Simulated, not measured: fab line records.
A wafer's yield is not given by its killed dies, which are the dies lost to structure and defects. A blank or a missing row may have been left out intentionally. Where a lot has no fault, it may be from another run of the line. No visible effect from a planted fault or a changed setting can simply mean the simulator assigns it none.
What tool caused it? | flow nand harc | Sampling: 12 lots, 36 wafers, 3 of 1302 route steps

WHAT EACH GAUGE READ, for each wafer
NHARC_A_CHANNEL_FILL_D1_THK_MEAS_06: measures by ellipsometry. Usual: thk nm at 4.9 nm, with a standard deviation of 1.
lot  | measured     | on            | thk nm (nm) | flag
L487 | day 10 14:35 | film metro-02 | 4.9 4.3 4.7 |
L488 | day 10 23:46 | film metro-02 | 4.0 3.8 3.2 |
L489 | day 11 15:31 | film metro-01 | 5.7 6.7 3.6 |
L490 | day 12 04:43 | film metro-02 | 6.3 3.7 4.9 |
L501 | day 16 15:07 | film metro-01 | 4.1 4.5 3.2 |
L500 | day 16 15:06 | film metro-01 | 3.8 4.3 5.0 |
L502 | day 17 06:41 | film metro-01 | 6.0 4.9 6.5 |
L505 | day 18 22:19 | film metro-01 | 4.3 4.7 5.1 |
L506 | day 19 04:49 | film metro-02 | 5.3 5.7 5.7 |
L507 | day 19 08:36 | film metro-02 | 3.9 3.8 6.3 |
L508 | day 20 08:22 | film metro-02 | 4.7 3.3 6.9 |
L509 | day 20 08:22 | film metro-01 | 4.2 5.3 6.0 |

TOOL THAT RAN EACH LOT (tool first, then ch and the chambers of the sampled wafers, then the start)
lot  | NHARC_A_CHANNEL_HOLE_D1_STRIP_27              | NHARC_A_CHANNEL_FILL_D1_ALD_14
L487 | rie diel-13 ch 0,1,3, day 9 06:54 or earlier  | ald hk-02 ch 0,2,3, day 9 06:54
L488 | rie diel-13 ch 2,3, day 9 18:14 or earlier    | ald hk-01 ch 1,3, day 9 18:14
L489 | rie diel-13 ch 1,2, day 10 10:27 or earlier   | ald hk-02 ch 0,1,2, day 10 10:27
L490 | rie diel-13 ch 1,2,3, day 10 23:24 or earlier | ald hk-04 ch 1,2,3, day 10 23:24
L501 | rie diel-13 ch 0,1,2, day 15 09:16 or earlier | ald hk-02 ch 0,1,2, day 15 09:16
L500 | rie diel-13 ch 1,3, day 15 09:20 or earlier   | ald hk-04 ch 1,2,3, day 15 09:20
L502 | rie diel-04 ch 0,1,2, day 15 23:35 or earlier | ald hk-01 ch 0,2,3, day 15 23:35
L505 | rie diel-13 ch 0,1,2, day 17 15:32 or earlier | ald hk-02 ch 0,2,3, day 17 15:32
L506 | rie diel-13 ch 0,2,3, day 17 23:26 or earlier | ald hk-04 ch 1,2,3, day 17 23:26
L507 | rie diel-04 ch 2,3, day 18 02:56 or earlier   | ald hk-02 ch 1,3, day 18 02:56
L508 | rie diel-13 ch 1,2, day 18 12:46              | ald hk-01 ch 0,1,3, day 18 21:21
L509 | rie diel-02 ch 0,1,3, day 18 21:11 or earlier | ald hk-02 ch 1,2, day 18 21:11
- NHARC_A_CHANNEL_HOLE_D1_STRIP_27: strips in O2.
- NHARC_A_CHANNEL_FILL_D1_ALD_14: deposits SiO2, target thk 2.5 nm, pulse time 10 s, ald cycles 25.

WHAT THE TOOLS THEMSELVES READ (means of the sampled wafers that have a number; where no wafer has one, the mark that the record gives instead)
NHARC_A_CHANNEL_HOLE_D1_STRIP_27. Usual: drypump motor current A 5.7 A, standard deviation 0.5; oes product au 0.996 a.u., standard deviation 0.0071; rf vpp V 57.6 V, standard deviation 0.8; showerhead plenum p Torr 3.45 Torr, standard deviation 0.12; throttle valve pct 17.037 %, standard deviation 0.0086.
lot  | tool        | drypump motor current A (A) | oes product au (a.u.) | rf vpp V (V) | showerhead plenum p Torr (Torr) | throttle valve pct (%) | flag
L487 | rie diel-13 | 5.6                         | 0.994                 | 57.0         | 3.51                            | 17.036                 |
L488 | rie diel-13 | 5.5                         | 0.990                 | 57.5         | 3.47                            | 17.034                 |
L489 | rie diel-13 | 5.3                         | 0.997                 | 57.4         | 3.43                            | 17.035                 |
L490 | rie diel-13 | 5.4                         | 0.989                 | 58.0         | 3.50                            | 17.049                 |
L501 | rie diel-13 | 5.7                         | 0.998                 | 58.2         | 3.40                            | 17.038                 |
L500 | rie diel-13 | 5.2                         | 1.004                 | 58.1         | 3.53                            | 17.036                 |
L502 | rie diel-04 | 6.4                         | 1.001                 | 56.8         | 3.46                            | 17.039                 |
L505 | rie diel-13 | 5.7                         | 0.992                 | 57.8         | 3.39                            | 17.032                 |
L506 | rie diel-13 | 5.8                         | 0.997                 | 57.7         | 3.46                            | 17.043                 |
L507 | rie diel-04 | 6.1                         | 0.996                 | 57.2         | 3.44                            | 17.038                 |
L508 | rie diel-13 | 5.3                         | 0.993                 | 57.1         | 3.42                            | 17.037                 |
L509 | rie diel-02 | 5.3                         | 0.998                 | 58.3         | 3.57                            | 17.041                 |

NHARC_A_CHANNEL_FILL_D1_ALD_14. Usual: heater power w 485 W, standard deviation 46; precursor pulse height rel 1.002, standard deviation 0.02.
lot  | tool      | heater power w (W) | precursor pulse height rel | flag
L487 | ald hk-02 | 451                | 0.979                      |
L488 | ald hk-01 | 504                | 1.020                      |
L489 | ald hk-02 | 457                | 1.007                      |
L490 | ald hk-04 | 512                | 1.004                      |
L501 | ald hk-02 | 467                | 1.002                      |
L500 | ald hk-04 | 516                | 0.980                      |
L502 | ald hk-01 | 477                | 0.995                      |
L505 | ald hk-02 | 468                | 1.008                      |
L506 | ald hk-04 | 508                | 0.988                      |
L507 | ald hk-02 | 542                | 1.000                      |
L508 | ald hk-01 | 493                | 1.001                      |
L509 | ald hk-02 | 500                | 1.023                      |

THE ANSWER, worked out from the rows above alone
Rule: a lot counts as off when the mean over its wafers that have a number is more than 3 standard deviations away from the usual mean. Also off: a lot with no number at a reading for which 4 or more lots have one. Where the step has rows for the other lots, those lots are counted as sound. Order of review: gauges by route order, followed by the tools' own readings, for which a lot's mean as printed above is used. At the first step where some lot is off, the reading lying furthest off is the one used; lots without a number count as furthest.
No lot is off on any of the readings shown, so nothing can be concluded from this.

WHAT HAD BEEN PUT IN BY THE SIMULATOR
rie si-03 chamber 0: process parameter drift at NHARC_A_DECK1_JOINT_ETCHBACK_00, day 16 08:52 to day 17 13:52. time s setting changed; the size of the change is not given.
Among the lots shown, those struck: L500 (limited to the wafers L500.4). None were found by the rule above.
